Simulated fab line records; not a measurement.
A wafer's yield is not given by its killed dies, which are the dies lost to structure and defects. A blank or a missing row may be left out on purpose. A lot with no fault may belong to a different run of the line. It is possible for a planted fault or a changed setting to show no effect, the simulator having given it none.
A lot that was struck, set against a sound lot | flow n5Finfet | 15 steps out of a route of 1938
Sound: wafers L703.1, L703.4, L703.6. Struck: wafer L720.5 (left out: L720.1, a lot-mate that was not struck); the cause follows at the end.
At each step with rows: each side's tool, then ch and its chambers, then its first start. Under that, the readings that differ: sound wafers | struck wafers | difference of the means | sigmas: that difference in standard deviations of wafers without a fault.
alike: readings whose means differ by less than 2 such deviations, and words and numbers that are the same on both sides. not compared: withheld readings, readings that some wafer has no value for, bounds like >300 that may hide the same value, and numbers for which the record gives no deviation and whose values overlap.
Wherever a step has rows on one side only, a row that says differs or no value, or a row with sigmas, the two part there. Non-overlapping numbers with no deviation appear without sigmas and do not part them. Lack of a reading on every wafer of one side parts them only where that side has two or more wafers.

first, 8 steps without rows for these wafers: N5_BEOL_M15_COAT_58 (time 60 s, resist thk 89 nm); N5_BEOL_M15_COAT_04 (resist thk 800 nm); N5_BEOL_M15_EBR_06; N5_BEOL_M15_SOFTBAKE_05 (time 60 s); N5_BEOL_M15_EXPOSE_07 (exposes mask V14); N5_BEOL_M15_PEB_08 (peb time 90 s); N5_BEOL_M15_DEVELOP_09 (develop time 45 s); N5_BEOL_M15_HARDBAKE_14 (time 120 s).
N5_BEOL_M15_CD_MEAS_10: the cd target is 360 nm.
  sound on cdSem-03 ch 0, day 10 19:28; struck on cdSem-03 ch 0, day 15 09:32
  alike: cdNm
N5_BEOL_M15_OVL_MEAS_11:
  sound on overlay-01 ch 0, day 10 19:30; struck on overlay-01 ch 0, day 15 09:34
  alike: V14_OVL
N5_BEOL_M15_INSPECT_12: inspects for defects (macro).
  sound on defectInspect-02, day 10 19:31; struck on defectInspect-02, day 15 09:35
  alike: rawDefectCount
N5_BEOL_M15_DESCUM_15: chemistry O2, time 7.9 s.
  sound on rieDiel-05 ch 2,3, day 10 19:35; struck on rieDiel-04 ch 2, day 15 09:41
  alike: drypumpMotorCurrentA, oesProductAu, rfVppV, showerheadPlenumPTorr, tempC, throttleValvePct
  not compared: rfHoursCounterH
N5_BEOL_M15_ETCH_59: etches BARC in N2/H2, target depth 89 nm, overetch 26.7 nm, time 67.9 s.
  sound on rieDiel-05 ch 2,3, day 10 19:38; struck on rieDiel-04 ch 2, day 15 09:43
reading                                   | sound             | struck | difference | sigmas
runLengthS (s)                            | 91.6 91.6 91.4    | 103.4  | +11.9      | +37
model.coat_of_BEOL_M15_COAT_04.thkNm (nm) | 715.8 720.2 714.2 | 704.4  | -12.3      | 
  alike: biasW, drypumpMotorCurrentA, oesProductAu, rfVppV, showerheadPlenumPTorr, throttleValvePct
  not compared: rfHoursCounterH
N5_BEOL_M15_VIA_ETCH_16: etches SiO2 in C4F8/O2/Ar, target depth 1792.2 nm.
  sound on rieDiel-05 ch 2,3, day 10 19:41; struck on rieDiel-04 ch 2, day 15 09:46
reading                                   | sound             | struck | difference | sigmas
model.coat_of_BEOL_M15_COAT_04.thkNm (nm) | 336.2 331.8 334.2 | 319.8  | -14.3      | 
  alike: biasW, drypumpMotorCurrentA, oesProductAu, rfVppV, showerheadPlenumPTorr, throttleValvePct
N5_BEOL_M15_STRIP_63: strips in O2.
  sound: rieDiel-05 ch 2,3; struck: rieDiel-04 ch 2
  alike: drypumpMotorCurrentA, oesProductAu, rfVppV, showerheadPlenumPTorr, tempC, throttleValvePct
  not compared: rfHoursCounterH

== WHERE THEY PART ==
Only at N5_BEOL_M15_ETCH_59, as far as this record shows. Later steps at which nothing parts them and some readings are alike: N5_BEOL_M15_VIA_ETCH_16, N5_BEOL_M15_STRIP_63.

WHY: what the simulator had put in
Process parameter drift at N5_BEOL_M15_ETCH_59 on rieDiel-04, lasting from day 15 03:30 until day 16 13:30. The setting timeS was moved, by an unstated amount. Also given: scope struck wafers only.
